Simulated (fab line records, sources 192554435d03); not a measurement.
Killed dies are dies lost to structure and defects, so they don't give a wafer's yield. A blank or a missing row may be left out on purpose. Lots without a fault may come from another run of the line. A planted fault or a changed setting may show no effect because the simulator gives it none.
fab line records | flow n5_finfet | part 2 of 2: steps 17 to 22 of 22
record lots=5 wafers=15 last_day=17
route steps=1938 shown FIN_SAQP@115
lots that met no fault: from a run of the same line without faults
start_h: hours from the record's first day to the start of the lot's first wafer shown | wait_h: hours since the lot's step before | " the same as in the row above | L1.1+2: a row that stands for several wafers | - no value, or no start given | * or withheld: withheld | < > ~ a bound
route shown NAME@n: a module of which the file shows steps, and the number in the route of the first | usual: mean/standard deviation of fault-free wafers | same: alike in all rows | chamber/n: place in a boat | sites: the reading at each site | _std_site: their standard deviation | _edge_site: outer sites' mean less inner sites' | radius_mm: how far each site lies from the wafer's centre | mask NAME#n: copy n | behind: the tool/chamber that last shaped the wafer | hold: why the lot was held/for how many hours/how that ended | device: the transistor (n, p or np) that didn't switch | end of line: the same wafers' tests at the end of the route | a step without rows: its recipe alone | killed: dies lost to structure and defects at the first sort, not the wafer's yield | map: a wafer's dies, x killed, . not, _ none there
set.NAME: the setting as run; set.NAME@STEP: as run at that earlier step | model.NAME: the simulator's own value behind a step, which no gauge read
lots at some steps of the route; a table a step, a row a wafer
services: from which hour (start_h, from the record's first day; less than 0 if before it) a tool's chamber was out of use, for how many hours, and why
## steps
# step N5_FIN_SAQP_MANDREL_ETCH_58
# recipe chemistry=HBr/Cl2 target=a-Si target_depth_a=450 bt_time_s=10 stop_on=SiNx mask_material=SiO2 over_etch_frac=0.8 time_s=27 pressure_mtorr=10 icp_w=800 bias_w=75 HBr_flow_sccm=150 Cl2_flow_sccm=80 ends=end_point
# usual drypump_motor_current_A=5.9/0.42 oes_product_au=0.690/0.012 throttle_valve_pct=35.61/0.19
# columns lot.wafer tool chamber start_h wait_h drypump_motor_current_A oes_product_au rf_hours_counter_h throttle_valve_pct
L078.2 rie_si-02 2 50.12 0.0 5.6 0.680 38 35.76
L078.3 " 3 " " 5.8 0.683 29 35.68
L078.6 " 1 " " 6.4 0.684 - 35.60
L079.1 rie_si-02 2 55.67 0.0 5.6 0.677 38 35.80
L079.3 " 0 " " 5.1 0.698 110 35.64
L079.5 " 0 " " 5.1 0.702 - 35.63
L086.2 rie_si-05 3 98.50 0.0 5.8 0.674 158 35.57
L086.5 " 0 " " 5.7 0.682 - 35.32
L086.6 " 1 " " 6.0 0.691 - 35.97
L092.2 rie_si-01 2 132.52 0.0 5.9 0.692 163 35.28
L092.3 " 1 " " 6.0 0.689 8 35.76
L092.6 " 0 " " 6.1 0.719 - 35.75
L096.2 rie_si-02 2 157.59 0.0 5.7 0.682 40 35.79
L096.4 " 3 " " 5.8 0.693 31 35.64
L096.6 " 2 " " 5.7 0.680 - 35.76
# step N5_FIN_SAQP_RECESS_63
# recipe chemistry=HF/NH3 target=SiO2 target_depth_a=180 afs_cycles=3 temp_c=30 sublimation_temp_c=180 sublimation_time_s=60
# usual drypump_motor_current_A=6.0/0.5
# columns lot.wafer tool chamber start_h wait_h drypump_motor_current_A
L078.2 vapor_etch-01 0 50.20 0.1 6.5
L078.3 " 1 " " 6.3
L078.6 " 0 " " 6.5
L079.1 vapor_etch-01 1 55.75 0.1 6.3
L079.3 " 1 " " 6.3
L079.5 " 0 " " 6.5
L086.2 vapor_etch-02 0 98.58 0.1 5.2
L086.5 " 0 " " 5.2
L086.6 " 1 " " 6.0
L092.2 vapor_etch-01 1 132.60 0.1 6.3
L092.3 " 1 " " 6.3
L092.6 " 1 " " 6.3
L096.2 vapor_etch-02 1 157.67 0.1 6.0
L096.4 " 1 " " 6.0
L096.6 " 1 " " 6.0
# step N5_FIN_SAQP_COAT_68
# recipe resist=SOC temp_c=250 time_s=60 spin_rpm=1500 resist_thk_nm=100
# usual chill_plate_temp_C=23.00/0.11 plate_temp_C=249.95/0.16 resist_line_temp_C=23.00/0.11
# same time_s=60
# columns lot.wafer tool chamber start_h wait_h chill_plate_temp_C plate_temp_C resist_line_temp_C
L078.2 litho_track-01 0 50.59 0.3 23.20 250.12 23.10
L078.3 " 0 " " 23.00 249.89 23.17
L078.6 " 0 " " 23.03 249.89 23.00
L079.1 litho_track-01 0 56.13 0.3 23.07 250.07 23.01
L079.3 " 0 " " 23.18 250.06 23.00
L079.5 " 0 " " 22.96 250.05 23.07
L086.2 litho_track-01 0 98.97 0.3 22.97 249.66 23.26
L086.5 " 0 " " 23.00 249.87 22.98
L086.6 " 0 " " 22.97 249.74 23.11
L092.2 litho_track-01 0 132.99 0.3 23.07 250.06 22.90
L092.3 " 0 " " 23.09 250.01 23.04
L092.6 " 0 " " 22.93 249.86 23.11
L096.2 litho_track-01 0 158.06 0.3 22.80 249.78 23.03
L096.4 " 0 " " 22.69 249.87 23.16
L096.6 " 0 " " 23.03 249.73 22.94
# step N5_FIN_SAQP_ETCH_69
# recipe chemistry=N2/H2 target=SOC target_depth_a=1500 stop_on=SiNx ion_energy_ev=100 bias_w=61 pressure_mtorr=30 source_w=850 n2_flow_sccm=200 h2_flow_sccm=200
# usual drypump_motor_current_A=5.7/0.41 oes_product_au=0.81/0.077 rf_vpp_V=240.9/1.4 showerhead_plenum_p_Torr=2.57/0.089 throttle_valve_pct=17.83/0.26
# columns lot.wafer tool chamber start_h wait_h drypump_motor_current_A oes_product_au rf_hours_counter_h rf_vpp_V showerhead_plenum_p_Torr throttle_valve_pct
L078.2 rie_diel-06 3 50.65 - 5.4 0.90 38 240.4 2.59 17.56
L078.3 " 0 " " 5.8 0.80 92 240.6 2.57 17.78
L078.6 " 0 " " 5.7 0.80 - 240.6 2.57 17.78
L079.1 rie_diel-06 2 56.30 - 6.8 0.77 133 239.9 2.54 18.03
L079.3 " 3 " " 5.4 0.89 42 241.8 2.59 17.57
L079.5 " 2 " " 6.9 0.77 - 239.4 2.54 18.04
L086.2 rie_diel-03 2 99.08 - 5.7 0.82 78 241.8 2.68 17.82
L086.5 " 1 " " 5.8 0.95 - 241.9 2.70 17.35
L086.6 " 2 " " 5.7 0.82 - 241.4 2.68 17.81
L092.2 rie_diel-03 0 133.12 - 6.0 0.72 205 242.1 2.62 18.16
L092.3 " 3 " " 5.1 0.71 204 238.0 2.41 17.94
L092.6 " 0 " " 6.0 0.72 - 241.6 2.62 18.15
L096.2 rie_diel-03 1 158.12 - 5.8 0.90 27 244.4 2.69 17.38
L096.4 " 0 " " 6.0 0.72 214 239.8 2.62 18.18
L096.6 " 0 " " 6.0 0.71 - 241.6 2.62 18.17
# step N5_FIN_SAQP_ETCH_67
# recipe chemistry=CH3F/O2 target=SiNx target_depth_a=300 mask_material=SOC pressure_mtorr=30 source_w=395 bias_w=73 Ar_flow_sccm=150 CH3F_flow_sccm=30 O2_flow_sccm=20 ion_energy_ev=120
# usual drypump_motor_current_A=5.7/0.41 mfc_ar_sccm=150.0/0.48 oes_product_au=0.82/0.081 rf_vpp_V=298.0/2.3 showerhead_plenum_p_Torr=2.02/0.069 throttle_valve_pct=16.39/0.24
# columns lot.wafer tool chamber start_h wait_h drypump_motor_current_A mfc_ar_sccm oes_product_au rf_hours_counter_h rf_vpp_V showerhead_plenum_p_Torr throttle_valve_pct
L078.2 rie_diel-06 3 50.71 0.0 5.4 150.6 0.91 38 300.3 2.04 16.11
L078.3 " 0 " " 5.8 150.5 0.81 92 295.4 2.02 16.35
L078.6 " 0 " " 5.7 150.5 0.81 - 295.7 2.02 16.32
L079.1 rie_diel-06 2 56.36 0.0 6.8 150.2 0.79 133 301.5 2.01 16.77
L079.3 " 3 " " 5.4 149.9 0.91 42 300.5 2.04 16.09
L079.5 " 2 " " 6.9 149.8 0.79 - 300.8 2.01 16.77
L086.2 rie_diel-03 2 99.14 0.0 5.6 150.3 0.82 78 299.7 2.11 16.43
L086.5 " 1 " " 5.8 149.0 0.96 - 297.9 2.14 15.98
L086.6 " 2 " " 5.6 150.0 0.82 - 299.5 2.11 16.44
L092.2 rie_diel-03 0 133.18 0.0 6.0 150.0 0.73 205 298.9 2.07 16.66
L092.3 " 3 " " 5.1 149.3 0.72 204 294.8 1.91 16.54
L092.6 " 0 " " 6.0 150.6 0.74 - 299.5 2.07 16.65
L096.2 rie_diel-03 1 158.18 0.0 5.8 150.6 0.91 27 297.4 2.13 16.03
L096.4 " 0 " " 6.0 149.9 0.71 214 299.3 2.06 16.69
L096.6 " 0 " " 6.0 149.0 0.72 - 298.9 2.06 16.66
# step N5_FIN_SAQP_STRIP_70
# recipe chemistry=N2/H2 power_w=500 temp_c=40 pressure_mtorr=50 rf_frequency_hz=6e+07 overash_fraction=0.3 bias_power_w=28 h2_frac=0.5 n2_flow_sccm=300 h2_flow_sccm=300
# usual drypump_motor_current_A=5.8/0.41 oes_product_au=0.82/0.078 rf_vpp_V=122.0/1 showerhead_plenum_p_Torr=3.39/0.11 throttle_valve_pct=18.9/0.39
# same overash_fraction=0.3
# columns lot.wafer tool chamber start_h wait_h drypump_motor_current_A oes_product_au rf_hours_counter_h rf_vpp_V showerhead_plenum_p_Torr throttle_valve_pct
L078.2 rie_diel-06 3 50.75 0.0 5.4 0.90 38 122.4 3.42 18.7
L078.3 " 0 " " 5.8 0.81 92 121.4 3.40 18.7
L078.6 " 0 " " 5.8 0.81 - 121.3 3.39 18.7
L079.1 rie_diel-06 2 56.40 0.0 6.9 0.79 133 120.5 3.36 18.8
L079.3 " 3 " " 5.4 0.90 42 121.6 3.42 18.7
L079.5 " 2 " " 6.9 0.78 - 121.3 3.36 18.9
L086.2 rie_diel-03 2 99.18 0.0 5.7 0.83 78 123.1 3.53 18.7
L086.5 " 1 " " 5.8 0.97 - 123.0 3.56 18.3
L086.6 " 2 " " 5.7 0.83 - 123.4 3.53 18.7
L092.2 rie_diel-03 0 133.22 0.0 6.0 0.73 205 120.5 3.46 19.5
L092.3 " 3 " " 5.1 0.72 204 121.8 3.19 19.0
L092.6 " 0 " " 6.0 0.72 - 121.3 3.46 19.5
L096.2 rie_diel-03 1 158.22 0.0 5.8 0.91 27 122.9 3.55 18.4
L096.4 " 0 " " 6.0 0.72 214 121.1 3.46 19.5
L096.6 " 0 " " 6.0 0.72 - 121.8 3.46 19.5
## services
# columns tool chamber start_h hours kind
ald_sin-01 3 23.75 1.8 repair
rie_si-05 3 27.70 10.3 repair
rie_diel-06 2 33.40 8.3 repair
rie_diel-01 - 36.17 0.3 repair
vapor_etch-02 1 37.15 8.6 repair
rie_diel-01 - 42.23 28.1 pm
rie_si-05 1 50.76 3.5 repair
ald_sin-01 - 52.18 6.0 pm
wet_bench-06 - 52.93 2.4 repair
rie_diel-03 3 57.16 4.1 repair
rie_si-01 1 62.65 3.2 repair
rie_diel-03 - 65.58 0.2 repair
rie_diel-03 1 71.21 - clean
rie_diel-03 1 71.21 - consumable_replace:focus_ring
rie_diel-03 1 71.21 - consumable_replace:showerhead
rie_diel-03 1 71.21 12.9 scheduled_down
rie_diel-03 1 71.21 12.9 vent_cycle
ald_sin-02 - 85.25 14.0 pm
ald_sin-01 3 89.03 4.4 repair
rie_si-05 0 104.99 4.3 repair
rie_diel-01 3 105.15 7.8 repair
vapor_etch-02 - 115.18 0.1 repair
rie_si-02 2 134.57 9.6 repair
wet_bench-01 - 135.36 0.6 repair
